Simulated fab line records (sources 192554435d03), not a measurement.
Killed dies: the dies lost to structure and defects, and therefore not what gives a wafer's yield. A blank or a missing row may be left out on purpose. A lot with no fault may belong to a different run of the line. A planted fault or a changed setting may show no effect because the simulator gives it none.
fab line records	flow n5-finfet
[record] lots = 24	wafers = 72	last-day = 18
route steps=1938 shown BEOL_M8@1392 BEOL_M9@1447 BEOL_M10@1472
lots untouched by any fault: they come from a run of this same line in which no faults occurred
start-h: hours from the record's first day to the start of the lot's first wafer shown	wait-h: how many hours have passed since the lot's step before this one	" the same as in the row above	L1.1+2: a single row standing in for several wafers	- value missing, or start not given	* or withheld: withheld	< > ~ a bound
route shown NAME@n: names a module that has steps shown in the file, with the first one's number in the route	usual: the fault-free wafers' mean and standard deviation	same: alike in all rows	chamber/n: place in a boat	sites: per-site readings	_std_site: how widely they spread, as a standard deviation	_edge_site: the outer-site mean with the inner-site mean subtracted	radius-mm: how far each site lies from the wafer's centre	mask NAME#n: copy n	behind: the tool/chamber that last shaped the wafer	hold: cause of the lot's hold/its duration in hours/its outcome	device: whichever transistor did not switch (one of n, p or np)	end of line: tests run on the same wafers once the route is complete	a step with no rows: only its recipe	killed: not the wafer's yield, but the dies lost to structure and defects at the first sort	map: a wafer's dies, marking killed ones x, the rest . and places with no die _
set.NAME: the setting that was run; set.NAME@STEP: the one run at that earlier step	model.NAME: the simulator's own value behind a step, which no gauge read
one table for each step of the route and one row for each wafer, over a sample of lots
services: from which hour (start-h, from the record's first day; less than 0 if before it) a tool's chamber was out of use, for how many hours, and why
[[steps]]
[step N5_BEOL_M8_SPUTTER_48]
[recipe] material = Cu	target-thk-a = 100	temp-c = -20	bias-v = 60	power-w = 26000	chamber-pressure-pa = 0.13	time-s = 1.667
[usual] throttle-valve-pct = 29.4/0.9
lot.wafer	tool	chamber	start-h	wait-h	throttle-valve-pct
L076.1	pvd-sputter-02	-	224.13	0.1	29.0
L076.3	"	-	"	"	29.0
L076.6	"	-	"	"	29.1
L077.1	pvd-sputter-02	-	235.54	0.2	28.1
L077.3	"	-	"	"	28.8
L077.6	"	-	"	"	30.1
L075.2	pvd-sputter-02	-	235.90	0.1	29.8
L075.4	"	-	"	"	28.7
L075.6	"	-	"	"	30.1
L079.3	pvd-sputter-02	-	257.39	0.1	29.0
L079.4	"	-	"	"	29.0
L079.6	"	-	"	"	29.9
L078.3	pvd-sputter-02	-	257.47	0.1	28.9
L078.4	"	-	"	"	28.2
L078.5	"	-	"	"	28.7
L081.2	pvd-sputter-02	-	257.55	0.1	29.2
L081.3	"	-	"	"	29.8
L081.5	"	-	"	"	28.3
L074.1	pvd-sputter-02	-	257.63	0.2	28.3
L074.5	"	-	"	"	30.1
L074.6	"	-	"	"	29.0
L080.1	pvd-sputter-03	-	257.68	0.2	29.8
L080.3	"	-	"	"	30.2
L080.6	"	-	"	"	28.5
L082.1	pvd-sputter-01	-	262.01	0.2	31.8
L082.2	"	-	"	"	30.6
L082.4	"	-	"	"	31.0
L083.1	pvd-sputter-01	-	274.29	0.1	30.7
L083.2	"	-	"	"	31.8
L083.4	"	-	"	"	29.2
L084.1	pvd-sputter-02	-	275.09	0.1	29.0
L084.2	"	-	"	"	28.3
L084.6	"	-	"	"	28.9
L085.2	pvd-sputter-01	-	276.35	0.9	30.9
L085.3	"	-	"	"	29.4
L085.6	"	-	"	"	29.1
L086.1	pvd-sputter-02	-	296.40	0.1	29.8
L086.3	"	-	"	"	28.0
L086.6	"	-	"	"	28.1
L087.1	pvd-sputter-02	-	314.89	0.2	29.2
L087.3	"	-	"	"	28.8
L087.6	"	-	"	"	29.0
L088.2	pvd-sputter-02	-	315.13	0.2	29.8
L088.3	"	-	"	"	29.0
L088.5	"	-	"	"	29.0
L089.2	pvd-sputter-03	-	317.52	0.1	30.3
L089.3	"	-	"	"	28.7
L089.4	"	-	"	"	30.4
L090.1	pvd-sputter-03	-	326.16	0.1	30.4
L090.4	"	-	"	"	29.0
L090.5	"	-	"	"	30.1
L091.3	pvd-sputter-03	-	326.28	0.2	29.9
L091.5	"	-	"	"	30.0
L091.6	"	-	"	"	30.2
L092.3	pvd-sputter-02	-	326.53	0.1	28.9
L092.4	"	-	"	"	29.1
L092.6	"	-	"	"	28.5
L093.1	pvd-sputter-03	-	347.50	0.1	30.4
L093.2	"	-	"	"	29.8
L093.4	"	-	"	"	30.5
L094.1	pvd-sputter-02	-	356.85	0.1	29.1
L094.2	"	-	"	"	29.8
L094.5	"	-	"	"	29.8
L095.2	pvd-sputter-01	-	359.88	1.7	31.6
L095.3	"	-	"	"	31.1
L095.4	"	-	"	"	29.5
L096.2	pvd-sputter-02	-	366.51	0.1	28.3
L096.3	"	-	"	"	28.9
L096.4	"	-	"	"	29.9
L097.2	pvd-sputter-02	-	366.99	0.2	28.3
L097.4	"	-	"	"	28.8
L097.5	"	-	"	"	28.3
[step N5_BEOL_M9_ETCH_41]
[recipe] chemistry = CH3F/O2	target = SiCN	target-depth-a = 366	taper-deg = 2	time-s = 70.1	ion-energy-ev = 120	mask-material = TiN	pressure-mtorr = 30	source-w = 395	bias-w = 75	Ar_flow_sccm = 150	CH3F_flow_sccm = 30	O2_flow_sccm = 20
[usual] drypump-motor-current-A = 5.8/0.33	mfc-ar-sccm = 150.0/0.44	oes-product-au = 0.81/0.089	rf-vpp-V = 297.9/1.6	showerhead-plenum-p-Torr = 2.04/0.066	throttle-valve-pct = 16.30/0.22
lot.wafer	tool	chamber	start-h	wait-h	drypump-motor-current-A	mfc-ar-sccm	oes-product-au	rf-hours-counter-h	rf-vpp-V	showerhead-plenum-p-Torr	throttle-valve-pct
L076.1	rie-diel-02	1	-	-	5.9	150.1	0.73	164	298.3	1.99	16.53
L076.3	"	3	"	"	5.9	150.2	0.86	52	298.1	2.05	16.30
L076.6	"	0	"	"	6.5	149.5	0.69	-	295.4	1.89	16.49
L075.2	rie-diel-04	3	-	-	5.4	149.5	0.83	83	298.5	2.04	16.09
L075.4	"	1	"	"	5.8	149.3	0.66	-	297.0	1.97	16.66
L075.6	"	2	"	"	5.4	149.6	0.77	-	300.3	2.10	16.49
L077.1	rie-diel-02	2	-	-	5.2	149.4	0.87	44	296.9	2.04	16.26
L077.3	"	1	"	"	5.9	149.7	0.73	167	297.2	1.99	16.55
L077.6	"	0	"	"	6.5	149.8	0.69	-	295.2	1.89	16.49
L078.3	rie-diel-06	0	-	-	5.9	149.6	0.86	54	297.4	2.04	16.02
L078.4	"	3	"	"	5.9	150.2	0.80	93	295.1	1.94	16.66
L078.5	"	0	"	"	5.9	150.0	0.86	-	298.1	2.04	16.00
L079.3	rie-diel-04	3	-	-	5.4	150.3	0.82	88	297.9	2.03	16.09
L079.4	"	3	"	"	5.4	150.4	0.82	-	297.3	2.03	16.09
L079.6	"	2	"	"	5.4	149.6	0.76	-	298.3	2.10	16.48
L081.2	rie-diel-02	0	-	-	6.5	150.9	0.68	249	293.6	1.89	16.51
L081.3	"	3	"	"	5.9	149.4	0.85	62	299.7	2.04	16.31
L081.5	"	1	"	"	5.9	149.0	0.72	-	297.8	1.99	16.54
L080.1	rie-diel-06	0	-	-	5.9	150.1	0.86	55	296.5	2.04	16.03
L080.3	"	3	"	"	5.8	150.2	0.80	94	296.2	1.94	16.65
L080.6	"	1	"	"	5.9	150.2	0.94	-	298.8	2.12	16.11
L074.1	rie-diel-06	0	-	-	5.8	149.9	0.85	55	297.9	2.04	16.02
L074.5	"	2	"	"	5.9	149.8	0.72	-	297.9	2.08	16.08
L074.6	"	1	"	"	6.0	150.0	0.95	-	299.5	2.12	16.09
L082.1	rie-diel-06	3	-	-	5.9	149.7	0.81	94	295.4	1.94	16.65
L082.2	"	1	"	"	6.0	149.2	0.95	18	300.7	2.12	16.11
L082.4	"	0	"	"	5.9	150.7	0.85	56	297.0	2.04	16.03
L083.1	rie-diel-04	3	-	-	5.4	150.3	0.81	95	298.3	2.03	16.10
L083.2	"	2	"	"	5.4	150.0	0.76	145	298.9	2.10	16.49
L083.4	"	1	"	"	5.8	149.6	0.99	2	297.8	1.97	16.13
L084.1	rie-diel-02	3	-	-	5.9	149.9	0.84	69	298.1	2.04	16.30
L084.2	"	2	"	"	5.2	150.4	0.85	56	298.3	2.04	16.29
L084.6	"	1	"	"	5.8	149.5	0.72	-	297.1	1.99	16.56
L085.2	rie-diel-04	0	-	-	6.3	150.4	0.96	9	300.3	2.13	16.21
L085.3	"	2	"	"	5.4	149.8	0.77	145	298.5	2.10	16.49
L085.6	"	2	"	"	5.4	149.9	0.76	-	297.8	2.10	16.48
L086.1	rie-diel-04	0	-	-	6.3	149.3	0.94	15	299.7	2.13	16.22
L086.3	"	3	"	"	5.4	150.1	0.80	101	299.3	2.03	16.13
L086.6	"	2	"	"	5.4	150.0	0.75	-	299.1	2.10	16.50
L087.1	rie-diel-02	2	-	-	5.3	150.2	0.84	70	297.3	2.03	16.30
L087.3	"	1	"	"	5.9	150.5	0.71	192	296.3	1.99	16.60
L087.6	"	2	"	"	5.2	150.2	0.84	-	297.3	2.03	16.30
L088.2	rie-diel-06	3	-	-	5.9	150.8	0.79	110	296.4	1.93	16.68
L088.3	"	0	"	"	5.9	149.5	0.83	72	296.4	2.04	16.05
L088.5	"	2	"	"	5.9	149.9	0.70	-	297.8	2.07	16.12
L089.2	rie-diel-02	0	-	-	6.5	150.8	0.95	14	298.9	2.13	16.07
L089.3	"	2	"	"	5.2	149.2	0.84	71	297.9	2.03	16.30
L089.4	"	3	"	"	5.9	149.7	0.83	84	298.3	2.04	16.34
L090.1	rie-diel-06	1	-	-	5.9	150.2	0.91	40	299.7	2.11	16.15
L090.4	"	0	"	"	5.9	150.3	0.83	77	297.9	2.04	16.08
L090.5	"	1	"	"	5.9	150.2	0.91	-	299.5	2.11	16.14
L091.3	rie-diel-04	3	-	-	5.4	150.2	0.79	110	297.4	2.03	16.15
L091.5	"	1	"	"	5.8	150.1	0.95	-	295.9	1.97	16.14
L091.6	"	2	"	"	5.4	150.5	0.75	-	298.1	2.09	16.53
L092.3	rie-diel-06	1	-	-	6.0	150.3	0.90	40	299.7	2.11	16.16
L092.4	"	2	"	"	6.0	149.4	0.70	182	298.9	2.07	16.14
L092.6	"	2	"	"	5.9	149.9	0.70	-	299.1	2.07	16.14
L093.1	rie-diel-06	2	-	-	5.9	151.0	0.69	187	299.5	2.07	16.14
L093.2	"	0	"	"	5.8	149.9	0.83	82	299.6	2.03	16.08
L093.4	"	3	"	"	5.9	149.9	0.79	120	294.7	1.93	16.70
L094.1	rie-diel-06	0	-	-	5.9	149.8	0.83	84	297.7	2.03	16.06
L094.2	"	2	"	"	6.0	149.9	0.70	190	299.2	2.07	16.14
L094.5	"	3	"	"	5.9	149.5	0.79	-	296.4	1.93	16.71
L095.2	rie-diel-02	1	-	-	5.9	149.5	0.70	205	296.5	1.98	16.63
L095.3	"	2	"	"	5.2	149.9	0.83	83	296.8	2.03	16.33
L095.4	"	0	"	"	6.6	150.9	0.92	25	299.1	2.13	16.09
L096.2	rie-diel-04	3	-	-	5.4	150.6	0.79	121	296.3	2.02	16.16
L096.3	"	0	"	"	6.3	150.1	0.90	33	299.7	2.12	16.27
L096.4	"	1	"	"	5.8	151.0	0.92	26	296.3	1.96	16.16
L097.2	rie-diel-06	0	-	-	5.9	149.6	0.82	87	298.9	2.03	16.09
L097.4	"	2	"	"	5.9	150.1	0.69	192	299.0	2.07	16.13
L097.5	"	1	"	"	5.9	149.2	0.89	-	300.0	2.11	16.18
[step N5_BEOL_M9_CURE_72]
[recipe] temp-c = 370	time-s = 120	ambient = DMADMS/He	material = SiCOH_lowk
[usual] lamp-power-pct = 52.31/0.051	wafer_temp_C_max = 371.6/0.52
lot.wafer	tool	chamber	start-h	wait-h	lamp-power-pct	wafer_temp_C_max
L076.1	uv-cure-02	0	232.41	0.0	52.32	371.6
L076.3	"	0	"	"	52.33	371.8
L076.6	"	0	"	"	52.28	371.7
L075.2	uv-cure-01	1	244.48	0.1	52.22	371.8
L075.4	"	1	"	"	52.35	371.3
L075.6	"	1	"	"	52.35	371.8
L077.1	uv-cure-03	1	244.51	0.0	52.27	372.0
L077.3	"	1	"	"	52.42	372.3
L077.6	"	1	"	"	52.40	372.6
L078.3	uv-cure-01	1	262.41	0.1	52.25	371.9
L078.4	"	1	"	"	52.39	371.3
L078.5	"	1	"	"	52.33	371.2
L079.3	uv-cure-03	0	263.16	0.1	52.33	371.7
L079.4	"	0	"	"	52.41	371.8
L079.6	"	0	"	"	52.39	371.2
L081.2	uv-cure-03	0	263.89	0.1	52.25	371.0
L081.3	"	0	"	"	52.35	371.0
L081.5	"	0	"	"	52.32	371.6
L080.1	uv-cure-02	0	263.90	0.0	52.31	371.4
L080.3	"	0	"	"	52.26	371.8
L080.6	"	0	"	"	52.37	370.8
L074.1	uv-cure-03	0	264.33	0.0	52.28	371.7
L074.5	"	0	"	"	52.34	370.7
L074.6	"	0	"	"	52.29	371.1
L082.1	uv-cure-01	2	266.54	0.0	52.38	371.1
L082.2	"	2	"	"	52.30	371.0
L082.4	"	2	"	"	52.29	371.1
L083.1	uv-cure-02	2	281.18	0.0	52.40	371.5
L083.2	"	2	"	"	52.26	372.0
L083.4	"	2	"	"	52.29	372.4
L084.1	uv-cure-01	0	281.29	0.0	52.28	371.8
L084.2	"	0	"	"	52.24	371.8
L084.6	"	0	"	"	52.26	372.0
L085.2	uv-cure-03	1	281.66	0.1	52.27	371.9
L085.3	"	1	"	"	52.32	372.0
L085.6	"	1	"	"	52.32	371.9
L086.1	uv-cure-02	1	303.92	0.0	52.42	371.6
L086.3	"	1	"	"	52.34	371.1
L086.6	"	1	"	"	52.39	372.1
L087.1	uv-cure-01	2	320.75	0.0	52.27	371.0
L087.3	"	2	"	"	52.30	371.6
L087.6	"	2	"	"	52.37	371.3
L088.2	uv-cure-01	1	321.10	0.2	52.37	371.2
L088.3	"	1	"	"	52.33	371.1
L088.5	"	1	"	"	52.31	371.5
L089.2	uv-cure-02	1	324.86	0.1	52.34	371.9
L089.3	"	1	"	"	52.37	372.4
L089.4	"	1	"	"	52.29	372.0
L090.1	uv-cure-01	1	335.99	0.0	52.28	370.5
L090.4	"	1	"	"	52.31	370.9
L090.5	"	1	"	"	52.34	371.4
L091.3	uv-cure-03	2	336.14	0.1	52.31	371.6
L091.5	"	2	"	"	52.27	371.7
L091.6	"	2	"	"	52.32	370.9
L092.3	uv-cure-03	0	336.52	0.1	52.31	371.3
L092.4	"	0	"	"	52.19	371.0
L092.6	"	0	"	"	52.34	371.4
L093.1	uv-cure-02	2	355.42	0.1	52.39	371.8
L093.2	"	2	"	"	52.35	371.6
L093.4	"	2	"	"	52.39	371.6
L094.1	uv-cure-03	2	365.73	0.2	52.26	372.0
L094.2	"	2	"	"	52.28	371.2
L094.5	"	2	"	"	52.30	371.8
L095.2	uv-cure-01	2	365.82	0.1	52.29	370.9
L095.3	"	2	"	"	52.25	371.0
L095.4	"	2	"	"	52.31	371.0
L096.2	uv-cure-01	0	374.83	0.1	52.20	371.6
L096.3	"	0	"	"	52.34	371.5
L096.4	"	0	"	"	52.30	371.9
L097.2	uv-cure-03	1	374.99	0.1	52.26	372.2
L097.4	"	1	"	"	52.29	371.5
L097.5	"	1	"	"	52.28	373.0
[step N5_BEOL_M9_ANNEAL_51]
[recipe] temp-c = 225	time-s = 90	ambient = N2
[usual] anneal-temp-c = 225.00/0.17	wafer_temp_C_max = 225.91/0.26
lot.wafer	tool	chamber	start-h	wait-h	anneal-temp-c	wafer_temp_C_max
L076.1	rtp-anneal-02	0	236.29	0.4	225.22	225.72
L076.3	"	0	"	"	225.13	226.20
L076.6	"	0	"	"	225.19	225.66
L075.2	rtp-anneal-02	0	246.16	0.2	224.93	226.19
L075.4	"	0	"	"	225.07	226.16
L075.6	"	0	"	"	225.01	226.05
L077.1	rtp-anneal-02	0	246.38	0.3	225.04	225.81
L077.3	"	0	"	"	224.96	225.65
L077.6	"	0	"	"	224.77	225.84
L078.3	rtp-anneal-02	0	264.28	0.4	225.02	226.06
L078.4	"	0	"	"	225.17	225.87
L078.5	"	0	"	"	225.18	225.71
L079.3	rtp-anneal-01	0	264.62	0.3	224.75	226.38
L079.4	"	0	"	"	225.07	225.97
L079.6	"	0	"	"	225.05	226.11
L081.2	rtp-anneal-01	0	265.19	0.1	224.90	226.10
L081.3	"	0	"	"	224.93	226.42
L081.5	"	0	"	"	225.04	225.84
L080.1	rtp-anneal-01	0	265.41	0.2	224.94	225.76
L080.3	"	0	"	"	225.00	226.18
L080.6	"	0	"	"	225.03	225.90
L074.1	rtp-anneal-02	0	266.59	0.3	224.81	225.67
L074.5	"	0	"	"	225.12	225.88
L074.6	"	0	"	"	224.99	225.86
L082.1	rtp-anneal-01	0	268.02	0.1	224.87	225.57
L082.2	"	0	"	"	224.81	225.74
L082.4	"	0	"	"	224.98	226.40
L083.1	rtp-anneal-02	0	283.23	0.8	224.98	225.68
L083.2	"	0	"	"	224.63	226.19
L083.4	"	0	"	"	224.82	225.69
L084.1	rtp-anneal-02	0	283.50	1.0	225.12	225.60
L084.2	"	0	"	"	225.00	225.70
L084.6	"	0	"	"	225.08	226.33
L085.2	rtp-anneal-02	0	283.82	1.1	225.16	226.25
L085.3	"	0	"	"	224.92	225.97
L085.6	"	0	"	"	224.92	226.07
L086.1	rtp-anneal-02	0	306.76	0.3	225.21	225.83
L086.3	"	0	"	"	225.01	225.76
L086.6	"	0	"	"	225.21	225.84
L087.1	rtp-anneal-01	0	322.52	0.2	224.94	226.24
L087.3	"	0	"	"	225.47	226.07
L087.6	"	0	"	"	225.37	226.46
L088.2	rtp-anneal-01	0	323.11	0.6	225.37	225.83
L088.3	"	0	"	"	225.15	226.02
L088.5	"	0	"	"	225.40	226.40
L089.2	rtp-anneal-02	0	327.38	0.4	224.80	225.92
L089.3	"	0	"	"	224.93	225.81
L089.4	"	0	"	"	224.92	225.89
L091.3	rtp-anneal-02	0	337.59	0.3	225.00	225.53
L091.5	"	0	"	"	224.95	225.44
L091.6	"	0	"	"	224.80	226.11
L090.1	rtp-anneal-01	0	338.03	0.6	225.17	225.78
L090.4	"	0	"	"	224.99	225.89
L090.5	"	0	"	"	225.01	226.09
L092.3	rtp-anneal-01	0	338.39	0.8	225.16	225.57
L092.4	"	0	"	"	225.20	225.37
L092.6	"	0	"	"	225.33	225.44
L093.1	rtp-anneal-01	0	358.88	1.0	224.83	226.34
L093.2	"	0	"	"	225.01	226.00
L093.4	"	0	"	"	225.05	225.90
L094.1	rtp-anneal-02	0	367.28	0.3	224.99	225.72
L094.2	"	0	"	"	224.94	225.94
L094.5	"	0	"	"	224.97	225.83
L095.2	rtp-anneal-02	0	368.14	0.8	224.96	225.98
L095.3	"	0	"	"	224.95	225.84
L095.4	"	0	"	"	224.80	225.71
L096.2	rtp-anneal-02	0	376.34	0.2	224.67	226.10
L096.3	"	0	"	"	224.78	225.94
L096.4	"	0	"	"	224.69	226.10
L097.2	rtp-anneal-01	0	376.99	0.5	224.93	225.95
L097.4	"	0	"	"	225.18	226.20
L097.5	"	0	"	"	225.01	226.14
[step N5_BEOL_M10_THK_MEAS_01]
[recipe] reads = SiCOH_lowk_of_BEOL_M10_ILD_DEP_00
[usual] M10_ILD_THK = 268/4
lot.wafer	tool	chamber	start-h	wait-h	M10_ILD_THK[nm]
L076.1	film-metro-01	-	237.67	0.4	269
L076.3	"	-	"	"	266
L076.6	"	-	"	"	271
L075.2	film-metro-02	-	247.49	0.4	265
L075.4	"	-	"	"	264
L075.6	"	-	"	"	266
L077.1	film-metro-01	-	247.76	0.4	258
L077.3	"	-	"	"	268
L077.6	"	-	"	"	269
L078.3	film-metro-02	-	265.58	0.3	265
L078.4	"	-	"	"	272
L078.5	"	-	"	"	260
L079.3	film-metro-01	-	265.93	0.3	260
L079.4	"	-	"	"	267
L079.6	"	-	"	"	268
L081.2	film-metro-02	-	266.53	0.4	264
L081.3	"	-	"	"	259
L081.5	"	-	"	"	264
L080.1	film-metro-02	-	266.80	0.4	270
L080.3	"	-	"	"	269
L080.6	"	-	"	"	278
L074.1	film-metro-02	-	267.97	0.4	265
L074.5	"	-	"	"	265
L074.6	"	-	"	"	268
L082.1	film-metro-02	-	269.41	0.4	266
L082.2	"	-	"	"	260
L082.4	"	-	"	"	270
L083.1	film-metro-02	-	284.61	0.4	265
L083.2	"	-	"	"	265
L083.4	"	-	"	"	268
L084.1	film-metro-02	-	284.91	0.4	262
L084.2	"	-	"	"	269
L084.6	"	-	"	"	267
L085.2	film-metro-01	-	285.15	0.4	266
L085.3	"	-	"	"	264
L085.6	"	-	"	"	268
L086.1	film-metro-01	-	308.30	0.4	268
L086.3	"	-	"	"	262
L086.6	"	-	"	"	264
L087.1	film-metro-02	-	323.91	0.4	271
L087.3	"	-	"	"	268
L087.6	"	-	"	"	270
L088.2	film-metro-02	-	324.44	0.4	269
L088.3	"	-	"	"	260
L088.5	"	-	"	"	271
L089.2	film-metro-02	-	328.78	0.4	269
L089.3	"	-	"	"	269
L089.4	"	-	"	"	273
L091.3	film-metro-02	-	338.89	0.3	270
L091.5	"	-	"	"	271
L091.6	"	-	"	"	275
L090.1	film-metro-02	-	339.41	0.4	268
L090.4	"	-	"	"	270
L090.5	"	-	"	"	266
L092.3	film-metro-02	-	339.89	0.3	266
L092.4	"	-	"	"	270
L092.6	"	-	"	"	268
L093.1	film-metro-02	-	360.26	0.4	260
L093.2	"	-	"	"	264
L093.4	"	-	"	"	268
L094.1	film-metro-01	-	368.71	0.4	265
L094.2	"	-	"	"	264
L094.5	"	-	"	"	271
L095.2	film-metro-02	-	369.48	0.4	266
L095.3	"	-	"	"	271
L095.4	"	-	"	"	269
L096.2	film-metro-02	-	377.68	0.4	272
L096.3	"	-	"	"	274
L096.4	"	-	"	"	274
L097.2	film-metro-02	-	378.70	0.4	268
L097.4	"	-	"	"	270
L097.5	"	-	"	"	271
[step N5_BEOL_M10_ETCH_61]
[recipe] chemistry = CF4	target = SiARC	target-depth-a = 390	mask-material = CAR-ArF	time-s = 65	ion-energy-ev = 80	pressure-mtorr = 40	source-w = 545	bias-w = 36	Ar_flow_sccm = 100	cf4-flow-sccm = 100	ends = cleared
[usual] drypump-motor-current-A = 5.5/0.53	etch-rf-on-time-s = 64.8/1.8	mfc-ar-sccm = 100.0/0.31	oes-product-au = 0.66/0.056	rf-vpp-V = 184.6/1.1	showerhead-plenum-p-Torr = 2.18/0.07	throttle-valve-pct = 15.71/0.16
lot.wafer	tool	chamber	start-h	wait-h	drypump-motor-current-A	etch-rf-on-time-s	mfc-ar-sccm	oes-product-au	rf-hours-counter-h	rf-vpp-V	showerhead-plenum-p-Torr	throttle-valve-pct
L076.1	rie-diel-03	3	240.38	0.0	6.3	61.9	100.3	0.87	2	186.2	2.30	15.56
L076.3	"	1	"	"	5.3	66.1	99.7	0.67	138	182.2	2.14	15.63
L076.6	"	0	"	"	5.7	63.8	99.6	0.64	-	185.5	2.21	15.65
L075.2	rie-diel-05	3	252.04	0.0	4.6	66.9	100.2	0.69	89	185.8	2.26	15.76
L075.4	"	1	"	"	5.6	62.4	99.8	0.71	96	183.6	2.07	15.51
L075.6	"	1	"	"	5.6	63.1	100.1	0.71	-	183.8	2.07	15.53
L077.1	rie-diel-05	0	252.38	0.0	6.2	66.1	100.0	0.68	102	183.3	2.07	15.77
L077.3	"	3	"	"	4.6	67.0	99.9	0.68	89	185.3	2.26	15.75
L077.6	"	3	"	"	4.6	67.2	99.5	0.69	-	185.7	2.26	15.74
L078.3	rie-diel-01	2	267.00	0.0	4.9	64.9	100.0	0.61	206	185.9	2.21	15.94
L078.4	"	3	"	"	5.3	65.1	100.1	0.59	214	182.9	2.21	15.75
L078.5	"	1	"	"	5.2	64.1	100.2	0.71	-	185.6	2.15	15.50
L079.3	rie-diel-01	0	267.25	0.0	6.3	66.1	100.0	0.66	122	182.6	2.15	15.45
L079.4	"	3	"	"	5.3	64.9	100.0	0.59	214	185.5	2.21	15.75
L079.6	"	0	"	"	6.4	65.9	100.2	0.66	-	185.3	2.15	15.47
L081.2	rie-diel-03	3	267.69	0.0	6.3	63.1	99.8	0.81	13	184.5	2.29	15.58
L081.3	"	2	"	"	5.3	66.3	99.9	0.63	154	184.7	2.15	16.00
L081.5	"	3	"	"	6.3	62.9	100.3	0.82	-	185.9	2.29	15.58
L080.1	rie-diel-01	0	268.15	0.0	6.3	66.1	99.8	0.66	122	184.3	2.15	15.47
L080.3	"	2	"	"	5.0	64.8	99.6	0.61	206	185.6	2.21	15.96
L080.6	"	3	"	"	5.3	65.1	99.6	0.60	-	183.7	2.22	15.75
L074.1	rie-diel-05	3	271.64	0.0	4.6	66.9	100.1	0.68	97	185.4	2.26	15.75
L074.5	"	3	"	"	4.6	66.7	100.1	0.68	-	184.7	2.26	15.74
L074.6	"	2	"	"	5.6	61.6	100.5	0.72	-	184.5	2.25	15.63
L082.1	rie-diel-01	1	272.00	0.0	5.2	65.0	99.7	0.70	75	184.3	2.15	15.51
L082.2	"	0	"	"	6.4	66.6	100.0	0.66	124	184.6	2.15	15.48
L082.4	"	2	"	"	4.9	64.6	100.2	0.61	208	184.6	2.21	15.97
L083.1	rie-diel-05	1	286.49	0.0	5.6	61.7	99.6	0.72	104	184.0	2.06	15.53
L083.2	"	2	"	"	5.6	61.4	100.4	0.71	89	185.5	2.25	15.65
L083.4	"	3	"	"	4.6	66.3	100.2	0.67	-	185.2	2.26	15.77
L084.1	rie-diel-01	3	286.54	0.0	5.3	65.2	99.8	0.59	222	185.4	2.21	15.77
L084.2	"	2	"	"	4.9	64.9	99.8	0.60	214	184.6	2.20	15.95
L084.6	"	2	"	"	4.9	64.9	100.3	0.60	-	186.1	2.20	15.97
L085.2	rie-diel-01	3	286.79	0.0	5.3	64.2	100.0	0.59	222	185.0	2.21	15.77
L085.3	"	2	"	"	5.0	64.2	99.7	0.60	214	185.4	2.20	15.98
L085.6	"	2	"	"	4.9	64.3	99.5	0.60	-	184.9	2.20	15.99
L086.1	rie-diel-01	2	310.57	0.0	4.9	64.3	100.5	0.60	223	185.0	2.20	15.99
L086.3	"	0	"	"	6.4	66.1	100.5	0.65	137	184.6	2.14	15.49
L086.6	"	2	"	"	5.0	64.7	99.9	0.60	-	183.7	2.20	15.97
L087.1	rie-diel-03	3	325.82	0.0	6.4	62.7	99.5	0.79	33	185.5	2.29	15.63
L087.3	"	0	"	"	5.7	64.0	99.8	0.62	198	184.7	2.20	15.71
L087.6	"	3	"	"	6.3	62.9	100.3	0.78	-	186.4	2.29	15.62
L088.2	rie-diel-05	2	325.98	0.0	5.6	62.5	100.0	0.70	104	186.1	2.24	15.70
L088.3	"	0	"	"	6.2	67.9	99.8	0.65	123	182.8	2.06	15.81
L088.5	"	2	"	"	5.6	62.2	99.9	0.69	-	185.7	2.24	15.67
L089.2	rie-diel-05	3	331.31	0.0	4.6	67.2	100.1	0.66	120	185.4	2.25	15.80
L089.3	"	1	"	"	5.7	63.2	99.7	0.68	122	184.1	2.06	15.59
L089.4	"	2	"	"	5.6	62.3	100.0	0.69	107	184.1	2.24	15.69
L091.3	rie-diel-03	3	340.43	0.0	6.4	62.3	100.1	0.78	40	186.2	2.28	15.65
L091.5	"	3	"	"	6.3	62.3	99.4	0.78	-	184.5	2.29	15.63
L091.6	"	0	"	"	5.7	63.9	99.8	0.61	-	185.1	2.20	15.73
L090.1	rie-diel-05	2	340.67	0.0	5.6	62.1	100.2	0.70	109	185.5	2.24	15.67
L090.4	"	1	"	"	5.7	62.9	101.0	0.68	125	183.9	2.06	15.59
L090.5	"	3	"	"	4.6	67.4	99.9	0.65	-	184.9	2.25	15.81
L092.3	rie-diel-01	2	340.99	0.0	4.9	64.7	100.0	0.59	234	183.4	2.20	16.01
L092.4	"	0	"	"	6.3	66.6	100.0	0.64	147	183.3	2.14	15.50
L092.6	"	1	"	"	5.2	64.9	100.3	0.67	-	184.4	2.15	15.54
L093.1	rie-diel-05	3	363.06	0.0	4.6	67.7	100.4	0.65	131	185.0	2.25	15.82
L093.2	"	1	"	"	5.7	63.5	100.2	0.68	134	183.8	2.05	15.62
L093.4	"	0	"	"	6.2	66.8	99.8	0.65	135	184.2	2.06	15.84
L094.1	rie-diel-03	3	371.79	0.0	6.3	63.0	99.9	0.76	51	185.9	2.28	15.66
L094.2	"	2	"	"	5.3	67.0	99.8	0.60	189	185.1	2.14	16.07
L094.5	"	0	"	"	5.7	63.5	99.8	0.61	-	184.0	2.20	15.73
L095.2	rie-diel-01	2	371.93	0.0	4.9	65.6	100.6	0.58	243	183.6	2.19	16.00
L095.3	"	3	"	"	5.3	65.4	100.1	0.57	250	185.5	2.20	15.82
L095.4	"	1	"	"	5.2	64.9	99.8	0.67	110	184.9	2.14	15.56
L096.2	rie-diel-03	0	380.04	0.0	5.7	64.0	100.0	0.60	219	183.8	2.20	15.75
L096.3	"	1	"	"	5.2	66.9	100.0	0.63	181	183.5	2.13	15.72
L096.4	"	3	"	"	6.3	62.8	99.7	0.75	54	185.4	2.28	15.65
L097.2	rie-diel-05	3	380.12	0.0	4.6	67.4	100.1	0.65	137	184.9	2.24	15.83
L097.4	"	1	"	"	5.7	63.5	100.0	0.67	139	182.8	2.05	15.63
L097.5	"	1	"	"	5.7	63.4	99.3	0.67	-	183.5	2.05	15.61
[[services]]
tool	chamber	start-h	hours	kind
uv-cure-01	-	201.96	0.4	repair
rie-diel-01	0	228.17	6.0	repair
rie-diel-04	0	228.92	-	clean
rie-diel-04	0	228.92	-	consumable-replace:focus-ring
rie-diel-01	-	238.12	15.6	pm
uv-cure-01	-	250.88	7.5	pm
rie-diel-06	1	256.96	4.2	repair
rie-diel-01	1	263.76	3.0	repair
rtp-anneal-01	-	293.98	2.9	pm
rie-diel-06	-	301.29	2.1	repair
uv-cure-03	-	310.08	2.0	repair
uv-cure-03	-	316.30	7.5	pm
uv-cure-02	-	317.76	1.0	pm
rie-diel-01	-	322.39	0.2	repair
uv-cure-02	-	332.44	2.8	pm
rie-diel-03	1	336.08	13.1	repair
uv-cure-03	-	344.29	6.5	repair
pvd-sputter-03	-	350.34	3.1	repair
rie-diel-02	-	350.76	0.6	repair
rie-diel-04	-	369.49	0.5	repair
rie-diel-01	3	372.47	-	clean
rie-diel-01	3	372.47	-	consumable-replace:focus-ring
rie-diel-01	3	372.47	19.3	scheduled-down
rie-diel-01	3	372.47	19.3	vent-cycle
[[key]]
fault none
